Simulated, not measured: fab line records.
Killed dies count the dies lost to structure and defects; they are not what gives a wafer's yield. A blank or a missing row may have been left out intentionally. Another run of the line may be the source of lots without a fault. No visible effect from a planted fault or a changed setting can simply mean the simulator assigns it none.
Chamber matching    flow nand harc    4 sister chambers for NHARC_P_M1_DESCUM_14 on rie diel-04
The step chemistry O2, time 3 s. 14 wafers are shown with their chamber, then 7 later ones without.

## WAFERS WITH THEIR CHAMBER
wafer   chamber  drypump motor current A (A)  showerhead plenum p Torr (Torr)  oes product au (a.u.)
L074.2  0        5.0                          1.99                             0.989
L074.3  2        6.4                          1.83                             0.988
L074.5  3        6.4                          1.81                             0.985
L074.1  1        5.4                          1.86                             0.977
L074.4  3        6.4                          1.80                             0.984
L074.6  2        6.4                          1.82                             1.000
L075.4  0        5.1                          1.99                             0.994
L075.5  3        6.4                          1.81                             0.989
L075.6  0        5.0                          1.99                             0.999
L079.2  0        5.0                          1.99                             0.995
L079.4  1        5.4                          1.86                             0.986
L079.6  0        5.0                          1.99                             0.988
L080.1  3        6.4                          1.80                             0.991
L080.5  0        5.0                          1.98                             0.996

SIGNATURES (means of the wafers above)
reading                   chamber 0  chamber 1  chamber 2  chamber 3  scatter within a chamber
drypump motor current A   5.017      5.400      6.400      6.400      0.0289
showerhead plenum p Torr  1.9883     1.8600     1.8250     1.8050     0.00483
oes product au            0.99350    0.98150    0.99400    0.98725    0.00485
Rule: for each reading, subtract the chamber's mean from the wafer's reading, divide by that reading's scatter and square the result; add these up over the readings and take the root, which gives the wafer's distance from the chamber. The wafer belongs to the nearest chamber; if the next one is less than 2 further off, it can't be placed. The scatter: the root of (the sum of the squares of (reading less its chamber's mean) over the shown wafers, divided by (wafers less chambers)).

## WAFERS WHOSE CHAMBER IS MISSING
wafer   drypump motor current A (A)  showerhead plenum p Torr (Torr)  oes product au (a.u.)
L080.6  5.4                          1.86                             0.986
L086.1  5.4                          1.86                             0.989
L086.2  5.1                          1.98                             0.998
L086.4  5.4                          1.86                             0.984
L089.2  6.4                          1.80                             0.985
L089.4  6.4                          1.82                             0.996
L089.5  5.4                          1.86                             0.987

## WHICH CHAMBER EACH ONE RAN IN
wafer   from the rows above  in truth
L080.6  1                    1
L086.1  1                    1
L086.2  0                    0
L086.4  1                    1
L089.2  3                    3
L089.4  2                    2
L089.5  1                    1
Correctly placed: 7 of 7. Can't be placed from these rows: 0. Placed wrongly: 0.
